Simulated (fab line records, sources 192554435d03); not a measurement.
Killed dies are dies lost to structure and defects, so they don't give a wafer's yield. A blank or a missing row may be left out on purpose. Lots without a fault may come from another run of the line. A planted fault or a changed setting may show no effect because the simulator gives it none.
fab line records | flow n5_finfet
record lots=7 wafers=21
route steps=1938 shown SD_EPI_N@273 SD_EPI_P@297 SD_ACTIVATION@330 SDB@347 HKMG_FIN@433
start_h: hours from the record's first day to the start of the lot's first wafer shown | wait_h: hours since the lot's step before | " the same as in the row above | L1.1+2: a row that stands for several wafers | - no value, or no start given | * or withheld: withheld | < > ~ a bound
route shown NAME@n: a module of which the file shows steps, and the number in the route of the first | usual: mean/standard deviation of fault-free wafers | same: alike in all rows | chamber/n: place in a boat | sites: the reading at each site | _std_site: their standard deviation | _edge_site: outer sites' mean less inner sites' | radius_mm: how far each site lies from the wafer's centre | mask NAME#n: copy n | behind: the tool/chamber that last shaped the wafer | hold: why the lot was held/for how many hours/how that ended | device: the transistor (n, p or np) that didn't switch | end of line: the same wafers' tests at the end of the route | a step without rows: its recipe alone | killed: dies lost to structure and defects at the first sort, not the wafer's yield | map: a wafer's dies, x killed, . not, _ none there
set.NAME: the setting as run; set.NAME@STEP: as run at that earlier step | model.NAME: the simulator's own value behind a step, which no gauge read
lots whose settings were changed on purpose; a table a step, a row a wafer
## steps
# step N5_SD_EPI_N_DESCUM_14
# recipe chemistry=O2 time_s=7.9 source_power_w=50 bias_power_w=20 pressure_mtorr=20 rf_frequency_hz=2.712e+07 temp_c=40 resist=CAR-ArF-block o2_flow_sccm=225
# columns lot.wafer tool chamber start_h wait_h set.time_s set.dose_mj@SD_EPI_N_EXPOSE_06 model.SD_EPI_N.cd_nm
L078.1 rie_diel-05 2 76.04 0.1 7.9 39.75 120.6
L078.2 " 1 " " 7.278 39.75 120
L078.6 " 2 " " 7.278 39.75 119.8
L079.3 rie_diel-03 1 77.89 0.0 7.9 39.75 120.4
L079.4 " 3 " " 7.9 42.29 124.4
L079.5 " 2 " " 6.294 42.29 125
L087.3+4 rie_diel-01 0 133.62 0.1 7.9 39.75 120.8
L087.6 " 1 " " 7.9 39.75 121.2
L088.4 rie_diel-01 1 135.19 0.0 7.9 40.73 122.6
L088.5 " 0 " " 7.9 39.75 120.6
L088.6 " 3 " " 9.032 39.75 121.4
L091.1 rie_diel-01 1 153.08 0.0 8.865 39.75 120.6
L091.3 " 2 " " 7.9 40.72 122.2
L091.4 " 3 " " 7.9 39.75 120.6
L093.1 rie_diel-05 0 163.97 0.0 7.9 39.75 120
L093.3 " 2 " " 7.9 39.75 119.8
L093.4 " 1 " " 7.9 39.75 119.6
L097.2 rie_diel-05 2 187.24 0.0 7.9 42.18 124.2
L097.4 " 1 " " 8.697 42.18 123.8
L097.5 " 2 " " 7.9 42.18 -
# step N5_SD_EPI_N_ETCH_34
# recipe chemistry=CF4 target=SiARC target_depth_a=455 mask_material=CAR-ArF-block time_s=75.8 ion_energy_ev=80 pressure_mtorr=40 source_w=545 bias_w=36 Ar_flow_sccm=100 cf4_flow_sccm=100 ends=cleared
# columns lot.wafer tool chamber start_h wait_h set.dose_mj@SD_EPI_N_EXPOSE_06 model.SD_EPI_N.cd_nm
L078.1 rie_diel-05 2 76.07 0.0 39.75 120.8
L078.2+6 " 1,2 " " 39.75 119.8
L079.3 rie_diel-03 1 77.92 0.0 39.75 120.4
L079.4 " 3 " " 42.29 124.4
L079.5 " 2 " " 42.29 125.2
L087.3+4 rie_diel-01 0 133.66 0.0 39.75 120.8
L087.6 " 1 " " 39.75 121.2
L088.4 rie_diel-01 1 135.23 0.0 40.73 122.6
L088.5 " 0 " " 39.75 120.8
L088.6 " 3 " " 39.75 121.6
L091.1 rie_diel-01 1 153.11 0.0 39.75 120.4
L091.3 " 2 " " 40.72 122
L091.4 " 3 " " 39.75 120.8
L093.1+4 rie_diel-05 0,1 164.00 0.0 39.75 119.8
L093.3 " 2 " " 39.75 120
L097.2 rie_diel-05 2 187.27 0.0 42.18 124.2
L097.4 " 1 " " 42.18 123.8
L097.5 " 2 " " 42.18 124
# step N5_SD_EPI_N_EPI_21
# recipe material=Si:P dopant=P temp_c=680 pressure_torr=255 time_s=690
# columns lot.wafer tool chamber start_h wait_h set.temp_c model.Si-P_of_SD_EPI_N_EPI_21.thk_nm
L078.1 epi_rpcvd-04 0 77.71 0.1 680 60.2
L078.2 " 0 " " 680 59.2
L078.6 " 0 79.11 1.4 683.8 63.8
L079.3 epi_rpcvd-03 0 80.12 0.7 680 58.2
L079.4 " 0 " " 680 58.8
L079.5 " 0 " " 677.8 56.2
L087.3 epi_rpcvd-03 0 135.86 0.7 680 59.8
L087.4 " 0 " " 680 59
L087.6 " 0 " " 680 60
L088.4 epi_rpcvd-02 0 137.68 0.9 681.5 61.2
L088.5 " 0 " " 681.5 61.4
L088.6 " 0 " " 680 59.6
L091.1 epi_rpcvd-03 0 154.93 0.2 680 59.4
L091.3 " 0 " " 675.2 54.6
L091.4 " 0 " " 680 59.6
L093.1 epi_rpcvd-03 0 165.64 0.1 683.6 63.2
L093.3 " 0 " " 683.6 62.8
L093.4 " 0 " " 680 59
L097.2 epi_rpcvd-02 0 189.19 0.4 684.4 65
L097.4 " 0 " " 684.4 64.6
L097.5 " 0 " " 680 59.8
# step N5_SD_EPI_N_EPI_MEAS_23
# recipe mode=xrd
# usual thk_nm=59.3/1.3
# columns lot.wafer tool chamber start_h wait_h set.temp_c@SD_EPI_N_EPI_21 thk_nm
L078.1 film_metro-01 - 79.43 1.4 680 59.5
L078.2 " - " " 680 58.7
L078.6 " - " " 683.8 63.9
L079.3 film_metro-01 - 81.28 0.9 680 58.3
L079.4 " - " " 680 57.7
L079.5 " - " " 677.8 55.4
L087.3 film_metro-02 - 137.02 0.9 680 59.3
L087.4 " - " " 680 58.9
L087.6 " - " " 680 58.7
L088.4 film_metro-01 - 138.57 0.6 681.5 62.8
L088.5 " - " " 681.5 62.6
L088.6 " - " " 680 61.5
L091.1 film_metro-02 - 157.21 1.9 680 60.0
L091.3 " - " " 675.2 55.3
L091.4 " - " " 680 58.0
L093.1 film_metro-02 - 167.36 1.4 683.6 62.7
L093.3 " - " " 683.6 63.6
L093.4 " - " " 680 57.6
L097.2 film_metro-02 - 190.63 1.2 684.4 65.5
L097.4 " - " " 684.4 64.3
L097.5 " - " " 680 61.1
# step N5_SD_EPI_P_COAT_03
# recipe resist=CAR-ArF-block spin_rpm=1500 resist_thk_nm=150
# columns lot.wafer tool chamber start_h wait_h set.spin_rpm model.CAR-ArF-block_of_SD_EPI_P_COAT_03.thk_nm
L078.1 litho_track-05 0 - - 1413 154.8
L078.2 " 0 " " 1500 150
L078.6 " 0 " " 1413 154
L079.3 litho_track-05 0 - - 1500 149.4
L079.4 " 0 " " 1500 150.2
L079.5 " 0 " " 1500 150
L087.3 litho_track-05 0 - - 1500 149.4
L087.4 " 0 " " 1500 149.8
L087.6 " 0 " " 1500 149.2
L088.4 litho_track-03 0 - - 1500 149.4
L088.5 " 0 " " 1500 150
L088.6 " 0 " " 1631 143.4
L091.1 litho_track-03 0 - - 1500 150.4
L091.3 " 0 " " 1500 150.6
L091.4 " 0 " " 1500 150.8
L093.1+3 litho_track-03 0 - - 1429 153.4
L093.4 " 0 " " 1429 153.6
L097.2 litho_track-01 0 - - 1500 150.2
L097.4+5 " 0 " " 1500 149.6
# step N5_SD_EPI_P_EBR_05
# recipe solvent=PGMEA ebr_width_mm=1.5
# step N5_SD_EPI_P_SOFTBAKE_04
# recipe temp_c=110 time_s=60 resist=CAR-ArF-block
# step N5_SD_EPI_P_EXPOSE_06
# recipe mask_id=SD_P_BLK na=1.35 source_shape=conventional sigma_outer=0.8 polarization=unpolarized target_cd_nm=240 dose_mj=39.5
# step N5_SD_EPI_P_PEB_07
# recipe peb_temp_c=110 peb_time_s=60 resist=CAR-ArF-block
# step N5_SD_EPI_P_DEVELOP_08
# recipe develop_time_s=30 developer=TMAH resist=CAR-ArF-block dev_temp_c=23 rinse_liquid=diw dry=air_spin
# columns lot.wafer tool chamber start_h wait_h set.spin_rpm@SD_EPI_P_COAT_03 model.CAR-ArF-block_of_SD_EPI_P_COAT_03.thk_nm
L078.1 litho_track-01 0 - - 1413 153.2
L078.2 " 0 " " 1500 148.4
L078.6 " 0 " " 1413 152.4
L079.3 litho_track-03 0 - - 1500 147.8
L079.4 " 0 " " 1500 148.4
L079.5 " 0 " " 1500 148.2
L087.3+6 litho_track-03 0 - - 1500 147.6
L087.4 " 0 " " 1500 148.2
L088.4 litho_track-03 0 - - 1500 147.8
L088.5 " 0 " " 1500 148.2
L088.6 " 0 " " 1631 141.8
L091.1 litho_track-03 0 - - 1500 148.8
L091.3 " 0 " " 1500 149
L091.4 " 0 " " 1500 149.2
L093.1 litho_track-03 0 - - 1429 151.8
L093.3 " 0 " " 1429 151.6
L093.4 " 0 " " 1429 152
L097.2 litho_track-05 0 - - 1500 148.4
L097.4+5 " 0 " " 1500 147.8
# step N5_SD_EPI_P_EPI_21
# recipe material=SiGe:B dopant=B temp_c=550 pressure_torr=20 ambient=H2 time_s=355
# step N5_SD_EPI_P_HM_STRIP_48
# recipe chemistry=H3PO4 temp_c=160 material=SiNx target=SiNx target_depth_a=30 overetch_fraction=0.3
# columns lot.wafer tool chamber start_h wait_h set.temp_c@SD_EPI_N_EPI_21 model.Si-P_of_SD_EPI_N_EPI_21.thk_nm
L078.1 wet_bench-06 1 84.07 0.0 680 59.6
L078.2 " 4 " " 680 58.4
L078.6 " 5 " " 683.8 63.2
L079.3 wet_bench-05 4 86.33 0.0 680 57.6
L079.4 " 7 " " 680 58.2
L079.5 " 0 " " 677.8 55.6
L087.3 wet_bench-01 2 142.42 0.0 680 59
L087.4 " 7 " " 680 58.4
L087.6 " 6 " " 680 59.4
L088.4+5 wet_bench-05 0,6 143.56 0.0 681.5 60.6
L088.6 " 5 " " 680 59
L091.1 wet_bench-06 5 162.78 0.0 680 58.6
L091.3 " 3 " " 675.2 54
L091.4 " 6 " " 680 58.8
L093.1 wet_bench-05 0 174.09 0.0 683.6 62.4
L093.3 " 1 " " 683.6 62
L093.4 " 3 " " 680 58.4
L097.2 wet_bench-01 7 195.28 0.0 684.4 64.2
L097.4 " 2 " " 684.4 63.8
L097.5 " 4 " " 680 59.2
# step N5_SD_EPI_P_SRD_49
# recipe dry=ipa_marangoni time_s=30 temp_c=23 rinse_liquid=diw
# step N5_SD_EPI_P_PRECLEAN_24
# recipe chemistry=O3/DIW time_s=45 temp_c=22 o3_ppm=10
# columns lot.wafer tool chamber start_h wait_h set.temp_c@SD_EPI_N_EPI_21 model.Si-P_of_SD_EPI_N_EPI_21.thk_nm
L078.1 wet_bench-06 1 84.14 0.0 680 59.4
L078.2 " 4 " " 680 58.4
L078.6 " 5 " " 683.8 63
L079.3 wet_bench-05 4 86.40 0.0 680 57.4
L079.4 " 7 " " 680 58
L079.5 " 0 " " 677.8 55.4
L087.3 wet_bench-01 2 142.49 0.0 680 59
L087.4 " 7 " " 680 58.2
L087.6 " 6 " " 680 59.2
L088.4+5 wet_bench-05 0,6 143.63 0.0 681.5 60.4
L088.6 " 5 " " 680 58.8
L091.1 wet_bench-06 5 162.85 0.0 680 58.6
L091.3 " 3 " " 675.2 53.8
L091.4 " 6 " " 680 58.8
L093.1 wet_bench-05 0 174.16 0.0 683.6 62.2
L093.3 " 1 " " 683.6 61.8
L093.4 " 3 " " 680 58.2
L097.2 wet_bench-01 7 195.35 0.0 684.4 64
L097.4 " 2 " " 684.4 63.6
L097.5 " 4 " " 680 59
# step N5_SD_EPI_P_PRECLEAN_32
# recipe chemistry=dHF time_s=10 dilution=500:1 temp_c=25
# step N5_SD_EPI_P_PRECLEAN_33
# recipe chemistry=SC2 time_s=45 temp_c=35 mix=1:1:50
# step N5_SD_ACTIVATION_RTA_00
# recipe temp_c=975 time_s=0 ambient=N2 idle_temp_c=600 ramp_up_c_per_s=150 ramp_down_c_per_s=60 cool_to_c=600
# step N5_SD_ACTIVATION_LSA_01
# recipe temp_c=1080 time_s=0.0008 ambient=N2
# step N5_SD_ACTIVATION_RS_MEAS_03
# recipe thk_meas_gauge=four-point-probe
# usual RS_SD_N=21.76/0.28 RS_SD_P=55.8/0.72
# columns lot.wafer tool chamber start_h wait_h set.temp_c@SD_EPI_N_EPI_21 RS_SD_N[ohm/sq] RS_SD_P[ohm/sq]
L078.1 film_metro-01 - 84.91 0.2 680 21.41 56.1
L078.2 " - " " 680 21.72 55.3
L078.6 " - " " 683.8 20.21 55.2
L079.3 film_metro-01 - 87.11 0.2 680 22.12 55.7
L079.4 " - " " 680 21.90 56.1
L079.5 " - " " 677.8 23.02 55.8
L087.3 film_metro-02 - 143.05 0.2 680 21.73 55.9
L087.4 " - " " 680 21.75 56.2
L087.6 " - " " 680 21.52 55.7
L088.4 film_metro-02 - 144.19 0.1 681.5 21.29 54.0
L088.5 " - " " 681.5 21.13 54.8
L088.6 " - " " 680 21.68 54.6
L091.1 film_metro-01 - 163.35 0.2 680 22.01 56.7
L091.3 " - " " 675.2 23.81 55.9
L091.4 " - " " 680 22.02 56.6
L093.1 film_metro-02 - 174.66 0.2 683.6 20.37 55.3
L093.3 " - " " 683.6 20.56 55.8
L093.4 " - " " 680 21.59 55.7
L097.2 film_metro-01 - 195.87 0.2 684.4 20.14 56.2
L097.4 " - " " 684.4 20.18 56.0
L097.5 " - " " 680 21.55 56.0
# step N5_SDB_HM_DEP_00
# recipe material=SiNx target_thk_a=400 temp_c=400 precursor=SiH4/NH3/N2 pressure_torr=1.5 rf_w=300 time_s=35.3
# columns lot.wafer tool chamber start_h wait_h set.time_s model.SiNx_of_SDB_HM_DEP_00.thk_nm
L078.1 pecvd-01 0 93.03 0.0 33.44 37
L078.2 " 1 " " 33.44 36.6
L078.6 " 0 " " 35.3 39.4
L079.3 pecvd-01 1 94.07 0.0 31.14 35
L079.4 " 1 " " 35.3 40
L079.5 " 2 " " 31.14 35.8
L087.3 pecvd-04 1 150.39 0.1 35.3 39.6
L087.4+6 " 0 " " 35.3 40
L088.4+5 pecvd-02 1,2 152.07 0.1 35.3 39.8
L088.6 " 0 " " 35.3 40.4
L091.1 pecvd-01 2 170.26 0.0 35.3 40
L091.3 " 0 " " 35.3 39.4
L091.4 " 2 " " 31.35 36.2
L093.1 pecvd-01 1 181.37 0.0 39.29 43.6
L093.3 " 2 " " 39.29 44
L093.4 " 2 " " 35.3 40.2
L097.2 pecvd-02 1 202.47 0.0 35.3 40.4
L097.4 " 1 " " 32.89 37.8
L097.5 " 2 " " 35.3 41.2
# step N5_SDB_COAT_03
# recipe resist=SOC temp_c=250 time_s=60 spin_rpm=1500 resist_thk_nm=100
# columns lot.wafer tool chamber start_h wait_h set.temp_c
L078.1+2+6 litho_track-04 0 93.12 0.1 250
L079.3 litho_track-02 0 94.16 0.1 250
L079.4+5 " 0 " " 260.9
L087.3+4+6 litho_track-02 0 150.47 0.1 250
L088.4 litho_track-03 0 152.13 0.0 250
L088.5+6 " 0 " " 259.2
L091.1+3+4 litho_track-02 0 170.34 0.1 250
L093.1+3+4 litho_track-02 0 181.45 0.1 250
L097.2+4 litho_track-04 0 202.55 0.1 250
L097.5 " 0 " " 240.9
# step N5_SDB_COAT_04
# recipe resist=SiARC temp_c=220 time_s=60 spin_rpm=1500 resist_thk_nm=18
# step N5_SDB_COAT_05
# recipe resist=CAR-ArF spin_rpm=1500 resist_thk_nm=90
# step N5_SDB_STRIP_19
# recipe chemistry=N2/H2 temp_c=40 n2_flow_sccm=200 h2_flow_sccm=200 rf_frequency_hz=6e+07
# step N5_SDB_STRIP_21
# recipe chemistry=CF4 resist=SiARC power_w=300 bias_power_w=75 pressure_mtorr=50 cf4_flow_sccm=150 rf_frequency_hz=6e+07
# step N5_SDB_HM_OPEN_20
# recipe chemistry=CH3F/O2 target=SiNx mask_material=SOC target_depth_a=240 stop_on=poly-Si over_etch_frac=0.4 ion_energy_ev=120 pressure_mtorr=30 source_w=395 bias_w=73 Ar_flow_sccm=150 CH3F_flow_sccm=30 O2_flow_sccm=20
# columns lot.wafer tool chamber start_h wait_h set.time_s@SDB_HM_DEP_00 model.etch.depth_nm
L078.1 rie_diel-05 3 93.68 0.0 33.44 21.1
L078.2 " 0 " " 33.44 20.55
L078.6 " 0 " " 35.3 23.44
L079.3 rie_diel-01 1 94.83 0.0 31.14 19.02
L079.4 " 3 " " 35.3 23.98
L079.5 " 0 " " 31.14 19.76
L087.3 rie_diel-01 0 151.32 0.0 35.3 23.69
L087.4 " 2 " " 35.3 23.94
L087.6 " 2 " " 35.3 23.93
L088.4 rie_diel-03 2 152.81 0.0 35.3 23.89
L088.5 " 0 " " 35.3 23.81
L088.6 " 3 " " 35.3 24.34
L091.1 rie_diel-05 2 170.90 0.0 35.3 23.97
L091.3 " 0 " " 35.3 23.34
L091.4 " 3 " " 31.35 20.23
L093.1 rie_diel-03 3 182.32 0.0 39.29 27.64
L093.3 " 1 " " 39.29 27.99
L093.4 " 2 " " 35.3 24.28
L097.2 rie_diel-01 2 203.24 0.0 35.3 24.41
L097.4 " 1 " " 32.89 21.84
L097.5 " 2 " " 35.3 25.22
# step N5_SDB_STRIP_22
# recipe chemistry=N2/H2 power_w=1000 temp_c=250 h2_frac=0.65 overash_fraction=0.3 pressure_mtorr=withheld n2_flow_sccm=1750 h2_flow_sccm=3250
# step N5_SDB_PRECLEAN_23
# recipe chemistry=dHF time_s=30 temp_c=25 dilution=withheld
# columns lot.wafer tool chamber start_h wait_h set.time_s@SDB_HM_DEP_00 model.SiNx_of_SDB_HM_DEP_00.thk_nm
L078.1 wet_bench-02 6 93.90 0.1 33.44 36.2
L078.2 " 3 " " 33.44 35.6
L078.6 " 1 " " 35.3 38.4
L079.3 wet_bench-02 1 95.06 0.1 31.14 34
L079.4 " 0 " " 35.3 39
L079.5 " 4 " " 31.14 34.8
L087.3 wet_bench-02 0 151.57 0.1 35.3 38.8
L087.4+6 " 1,2 " " 35.3 39
L088.4 wet_bench-04 3 153.06 0.1 35.3 39
L088.5 " 1 " " 35.3 38.8
L088.6 " 0 " " 35.3 39.4
L091.1 wet_bench-02 6 171.13 0.1 35.3 39
L091.3 " 3 " " 35.3 38.4
L091.4 " 5 " " 31.35 35.2
L093.1 wet_bench-02 1 182.55 0.1 39.29 42.6
L093.3 " 6 " " 39.29 43
L093.4 " 5 " " 35.3 39.4
L097.2 wet_bench-04 6 203.48 0.1 35.3 39.4
L097.4 " 5 " " 32.89 36.8
L097.5 " 7 " " 35.3 40.2
# step N5_SDB_DUMMY_REMOVE_24
# recipe chemistry=TMAH temp_c=70 target=poly-Si stop_on=SiO2 target_depth_nm=142 conc_wt_pct=5 time_s=57 dry=ipa_marangoni rinse_time_s=30 rinse_temp_c=23
# step N5_SDB_ETCH_25
# recipe chemistry=C4F6/O2 target=SiO2 target_depth_a=100 time_s=3.3 ion_energy_ev=250 mask_material=SiNx pressure_mtorr=30 source_w=345 bias_w=185 Ar_flow_sccm=300 C4F6_flow_sccm=10 O2_flow_sccm=10
# step N5_SDB_CUT_ETCH_26
# recipe chemistry=HBr/Cl2/O2 target=Si target_depth_a=1296 bt_time_s=20 mask_material=SiNx time_s=51.8 ion_energy_ev=* bias_w=* pressure_mtorr=10 icp_w=800 HBr_flow_sccm=150 Cl2_flow_sccm=80 O2_flow_sccm=12
# step N5_SDB_PRECLEAN_38
# recipe chemistry=dHF time_s=10 dilution=750:1 temp_c=25
# columns lot.wafer tool chamber start_h wait_h set.time_s@SDB_HM_DEP_00 model.SiNx_of_SDB_HM_DEP_00.thk_nm
L078.1 wet_bench-04 3 94.56 0.1 33.44 18.8
L078.2 " 5 " " 33.44 18.6
L078.6 " 6 " " 35.3 21.4
L079.3 wet_bench-02 3 95.34 0.1 31.14 16.8
L079.4 " 4 " " 35.3 22
L079.5 " 0 " " 31.14 17.8
L087.3 wet_bench-03 7 151.84 0.1 35.3 22
L087.4 " 6 " " 35.3 21.8
L087.6 " 2 " " 35.3 21.6
L088.4+5 wet_bench-03 5,1 153.38 0.1 35.3 22
L088.6 " 2 " " 35.3 22.6
L091.1 wet_bench-02 1 171.46 0.1 35.3 21.8
L091.3 " 4 " " 35.3 21.6
L091.4 " 7 " " 31.35 17.8
L093.1 wet_bench-02 3 183.15 0.1 39.29 25.8
L093.3 " 4 " " 39.29 26.2
L093.4 " 1 " " 35.3 22.4
L097.2 wet_bench-03 2 203.76 0.1 35.3 22
L097.4 " 3 " " 32.89 19.6
L097.5 " 0 " " 35.3 23.2
# step N5_HKMG_FIN_DESCUM_17
# recipe chemistry=O2 time_s=7.9 source_power_w=50 bias_power_w=20 pressure_mtorr=20 rf_frequency_hz=2.712e+07 temp_c=40 resist=CAR-ArF o2_flow_sccm=225
# columns lot.wafer tool chamber start_h wait_h set.time_s model.CAR-ArF_of_HKMG_FIN_COAT_06.thk_nm
L078.1 rie_diel-05 3 103.66 0.1 8.848 82.6
L078.2 " 2 " " 7.9 83.4
L078.6 " 1 " " 8.848 82.4
L079.3+4 rie_diel-05 2,0 107.68 0.9 9.176 82.8
L079.5 " 1 " " 9.176 82.6
L087.3+6 rie_diel-03 0,2 160.35 0.0 7.9 83.6
L087.4 " 1 " " 7.9 83.8
L088.4 rie_diel-03 0 162.52 0.2 6.154 84.4
L088.5+6 " 3,0 " " 7.9 83.4
L091.1 rie_diel-05 1 179.64 0.0 7.9 83.2
L091.3 " 2 " " 6.222 84.4
L091.4 " 0 " " 7.9 83.4
L093.1 rie_diel-05 0 192.03 0.0 7.9 84
L093.3 " 2 " " 7.9 83.8
L093.4 " 3 " " 6.458 84.8
L097.2 rie_diel-03 1 212.01 0.1 7.9 83.4
L097.4+5 " 2,0 " " 7.9 83.2
## key
split step=N5_SD_EPI_N_DESCUM_14 setting=time_s stated=7.9 by=wafer
response none clear
split step=N5_SD_EPI_N_EPI_21 setting=temp_c stated=680 by=wafer
response step=N5_SD_EPI_N_EPI_21 reading=model.Si-P_of_SD_EPI_N_EPI_21.thk_nm change=+7.35 per=1% r=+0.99
response step=N5_SD_EPI_N_EPI_MEAS_23 reading=thk_nm change=* per=1% r=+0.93
response step=N5_SD_EPI_P_HM_STRIP_48 reading=model.Si-P_of_SD_EPI_N_EPI_21.thk_nm change=+7.14 per=1% r=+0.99
response step=N5_SD_EPI_P_PRECLEAN_24 reading=model.Si-P_of_SD_EPI_N_EPI_21.thk_nm change=+7.2 per=1% r=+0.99
response step=N5_SD_ACTIVATION_RS_MEAS_03 reading=RS_SD_N change=-2.37 per=1% r=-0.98
split step=N5_SD_EPI_P_COAT_03 setting=spin_rpm stated=1500 by=wafer
response step=N5_SD_EPI_P_COAT_03 reading=model.CAR-ArF-block_of_SD_EPI_P_COAT_03.thk_nm change=-0.733 per=1% r=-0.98
response step=N5_SD_EPI_P_DEVELOP_08 reading=model.CAR-ArF-block_of_SD_EPI_P_COAT_03.thk_nm change=-0.725 per=1% r=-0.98
split step=N5_SDB_HM_DEP_00 setting=time_s stated=35.3 by=wafer
response step=N5_SDB_HM_DEP_00 reading=model.SiNx_of_SDB_HM_DEP_00.thk_nm change=+0.361 per=1% r=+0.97
response step=N5_SDB_HM_OPEN_20 reading=model.etch.depth_nm change=+0.357 per=1% r=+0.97
response step=N5_SDB_PRECLEAN_23 reading=model.SiNx_of_SDB_HM_DEP_00.thk_nm change=+0.355 per=1% r=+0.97
response step=N5_SDB_PRECLEAN_38 reading=model.SiNx_of_SDB_HM_DEP_00.thk_nm change=+0.374 per=1% r=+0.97
split step=N5_SDB_COAT_03 setting=temp_c stated=250 by=wafer
response none clear
split step=N5_HKMG_FIN_DESCUM_17 setting=time_s stated=7.9 by=wafer
response step=N5_HKMG_FIN_DESCUM_17 reading=model.CAR-ArF_of_HKMG_FIN_COAT_06.thk_nm change=-0.0513 per=1% r=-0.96
split outside_this_file step=N5_SD_EPI_N_EXPOSE_06 setting=dose_mj
# split outside_this_file: this setting was split too, and the file shows its column; the key of that split is in another file
